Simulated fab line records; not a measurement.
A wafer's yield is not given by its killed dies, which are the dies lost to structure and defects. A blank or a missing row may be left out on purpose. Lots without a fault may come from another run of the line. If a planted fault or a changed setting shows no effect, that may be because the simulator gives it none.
Which tool was responsible?    flow nand_harc    12 lots with 36 wafers sampled at 4 steps, on a route of 1159 steps

## WHAT THE GAUGES SHOWED, per wafer
The record lacks any reading of a measuring or inspecting step that a usual standard deviation could be used to judge.

## TOOL THAT RAN EACH LOT (tool first, then ch and the chambers of the sampled wafers, then the start)
lot   NHARC_A_STAIRCASE_ETCH_253          NHARC_A_STAIRCASE_ETCH_294                     NHARC_A_STAIRCASE_EXPOSE_307       NHARC_A_STAIRCASE_STRIP_316
L401  rie_diel-08 ch 2,3, day 11 16:56    rie_diel-04 ch 0,1, day 12 03:04 or earlier    krf_scanner-02 ch 0, day 12 03:04  rie_diel-12 ch 0,3, no start
L403  rie_diel-12 ch 0,1,2, day 11 18:56  rie_diel-08 ch 1,2,3, day 12 06:25 or earlier  krf_scanner-02 ch 0, day 12 06:25  rie_diel-12 ch 1,2,3, no start
L406  rie_diel-04 ch 1,3, day 12 07:10    rie_diel-04 ch 0,1,3, day 12 16:52 or earlier  krf_scanner-02 ch 0, day 12 16:52  rie_diel-12 ch 1,3, no start
L404  rie_diel-08 ch 0,2,3, day 12 07:11  rie_diel-12 ch 0,1,2, day 12 17:17 or earlier  krf_scanner-03 ch 0, day 12 17:17  rie_diel-04 ch 0,1,2, no start
L405  rie_diel-04 ch 0,2, day 12 12:39    rie_diel-04 ch 0,1,2, day 13 00:34 or earlier  krf_scanner-01 ch 0, day 13 00:34  rie_diel-08 ch 0,1,2, no start
L407  rie_diel-12 ch 0,1,2, day 13 07:05  rie_diel-08 ch 1,2, day 13 18:20 or earlier    krf_scanner-02 ch 0, day 13 18:20  rie_diel-04 ch 0,1,2, no start
L410  rie_diel-12 ch 0,1,2, day 13 13:19  rie_diel-12 ch 2,3, day 14 01:35 or earlier    krf_scanner-03 ch 0, day 14 01:35  rie_diel-04 ch 0,3, no start
L412  rie_diel-08 ch 0,3, day 14 17:46    rie_diel-08 ch 0,1, day 15 03:11 or earlier    krf_scanner-02 ch 0, day 15 03:11  rie_diel-12 ch 0,1,2, no start
L414  rie_diel-12 ch 0,1,3, day 14 18:38  rie_diel-12 ch 0,1,3, day 15 06:44 or earlier  krf_scanner-01 ch 0, day 15 06:44  rie_diel-04 ch 0,1,2, no start
L417  rie_diel-12 ch 0,2, day 15 20:22    rie_diel-12 ch 0,1,3, day 16 06:59 or earlier  krf_scanner-02 ch 0, day 16 06:59  rie_diel-04 ch 1,3, no start
L424  rie_diel-12 ch 0,3, day 17 05:08    rie_diel-04 ch 2,3, day 17 13:39 or earlier    krf_scanner-03 ch 0, day 17 13:39  rie_diel-12 ch 0,1, no start
L423  rie_diel-12 ch 1,2,3, day 17 05:49  rie_diel-08 ch 0,3, day 17 16:54 or earlier    krf_scanner-02 ch 0, day 17 16:54  rie_diel-08 ch 1,2, no start
- NHARC_A_STAIRCASE_ETCH_253: etches the open film in C4F8/O2, target depth 50 nm, time 20.2 s.
- NHARC_A_STAIRCASE_ETCH_294: etches the open film in C4F8/O2/Ar, target depth 4992 nm, time 1212.4 s.
- NHARC_A_STAIRCASE_EXPOSE_307: exposes mask CHOP 50.
- NHARC_A_STAIRCASE_STRIP_316: strips in O2.

## WHAT THE TOOLS THEMSELVES READ (means of the sampled wafers that have a number; where no wafer has one, the mark that the record gives instead)
NHARC_A_STAIRCASE_ETCH_253. Usual: oes_product_au 0.951 a.u., standard deviation 0.018; rf_vpp_V 898 V, standard deviation 4.5.
lot   tool         oes_product_au (a.u.)  rf_vpp_V (V)  flag
L401  rie_diel-08  0.927                  901           
L403  rie_diel-12  0.943                  897           
L406  rie_diel-04  0.949                  898           
L404  rie_diel-08  0.975                  899           
L405  rie_diel-04  0.924                  896           
L407  rie_diel-12  0.946                  897           
L410  rie_diel-12  0.969                  896           
L412  rie_diel-08  0.949                  896           
L414  rie_diel-12  0.941                  896           
L417  rie_diel-12  0.962                  899           
L424  rie_diel-12  0.960                  896           
L423  rie_diel-12  0.985                  899           

NHARC_A_STAIRCASE_ETCH_294. Usual: oes_product_au 0.932 a.u., standard deviation 0.012; rf_vpp_V 1832 V, standard deviation 7.7.
lot   tool         oes_product_au (a.u.)  rf_vpp_V (V)  flag
L401  rie_diel-04  0.931                  1831          
L403  rie_diel-08  0.930                  1839          
L406  rie_diel-04  0.948                  1829          
L404  rie_diel-12  0.946                  1828          
L405  rie_diel-04  0.924                  1831          
L407  rie_diel-08  0.919                  1840          
L410  rie_diel-12  0.935                  1842          
L412  rie_diel-08  0.940                  1834          
L414  rie_diel-12  0.917                  1827          
L417  rie_diel-12  0.927                  1826          
L424  rie_diel-04  0.946                  1824          
L423  rie_diel-08  0.933                  1825          

NHARC_A_STAIRCASE_EXPOSE_307. Usual: exposure_dose_mJ_cm2 45.72, standard deviation 0.043; reticle_temp_C 22.99 C, standard deviation 0.098.
lot   tool            exposure_dose_mJ_cm2  reticle_temp_C (C)  flag
L401  krf_scanner-02  45.68                 22.95               
L403  krf_scanner-02  45.73                 23.13               
L406  krf_scanner-02  45.72                 22.99               
L404  krf_scanner-03  45.71                 22.94               
L405  krf_scanner-01  45.67                 23.11               
L407  krf_scanner-02  45.72                 23.09               
L410  krf_scanner-03  45.77                 22.92               
L412  krf_scanner-02  45.72                 23.10               
L414  krf_scanner-01  45.76                 23.10               
L417  krf_scanner-02  28.09                 23.08               OFF
L424  krf_scanner-03  45.73                 23.11               
L423  krf_scanner-02  31.59                 22.95               OFF

NHARC_A_STAIRCASE_STRIP_316. Usual: drypump_motor_current_A 5.68 A, standard deviation 0.29; oes_product_au 0.996 a.u., standard deviation 0.011; rf_vpp_V 57.8 V, standard deviation 0.91; showerhead_plenum_p_Torr 3.58 Torr, standard deviation 0.11; throttle_valve_pct 17.036 %, standard deviation 0.0087.
lot   tool         drypump_motor_current_A (A)  oes_product_au (a.u.)  rf_vpp_V (V)  showerhead_plenum_p_Torr (Torr)  throttle_valve_pct (%)  flag
L401  rie_diel-12  5.34                         0.990                  57.9          3.62                             17.036                  
L403  rie_diel-12  5.58                         0.998                  58.4          3.64                             17.038                  
L406  rie_diel-12  5.49                         0.994                  57.8          3.62                             17.033                  
L404  rie_diel-04  5.80                         0.995                  58.1          3.58                             17.036                  
L405  rie_diel-08  5.48                         0.994                  58.1          3.63                             17.033                  
L407  rie_diel-04  5.79                         0.990                  57.9          3.58                             17.035                  
L410  rie_diel-04  5.62                         0.993                  57.2          3.55                             17.033                  
L412  rie_diel-12  5.74                         0.997                  57.9          3.54                             17.038                  
L414  rie_diel-04  5.80                         0.990                  57.5          3.57                             17.039                  
L417  rie_diel-04  5.75                         1.011                  57.6          3.53                             17.046                  
L424  rie_diel-12  5.89                         0.996                  58.0          3.43                             17.036                  
L423  rie_diel-08  5.64                         0.993                  58.4          3.69                             17.039                  

## THE ANSWER, worked out from the rows above alone
Rule: a lot is off if the mean of its wafers that have a number lies more than 3 standard deviations from the usual mean. Also off: a lot with no number at a reading for which 4 or more lots have one. Any other lot the step has rows for is counted as sound. The gauges are gone through in route order, then the tools' own readings, and for those a lot's mean is taken as printed above. At the first step where some lot is off, the reading lying furthest off is the one used; lots without a number count as furthest.
Off, at NHARC_A_STAIRCASE_EXPOSE_307 on exposure_dose_mJ_cm2: L417, L423.
A tool fits if, at that step or a process step before it, it ran every lot that is off, and no sound lot after the first of them. Because NHARC_A_STAIRCASE_ETCH_294 lacks a start for some lots, the hours and order of its lots are taken from NHARC_A_STAIRCASE_EXPOSE_307. One candidate fits, namely krf_scanner-02 at NHARC_A_STAIRCASE_EXPOSE_307. A fault onset in the window from L412 (day 15 03:11, its last sound lot) to L417 (day 16 06:59, its first lot off) fits.
The tool's own readings at NHARC_A_STAIRCASE_EXPOSE_307 bear it out: on the lots that are off they differ by more than 5 times the standard deviation of the sound lots' means. exposure_dose_mJ_cm2 reads 29.84 there against 45.72 on the sound lots.

## WHAT THE SIMULATOR HAD INSERTED
Drift in process parameters on krf_scanner-02 at NHARC_A_STAIRCASE_EXPOSE_307, starting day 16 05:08. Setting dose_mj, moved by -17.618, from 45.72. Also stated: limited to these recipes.
Shown lots that were struck: L417, L423. The same result came from the rule above.
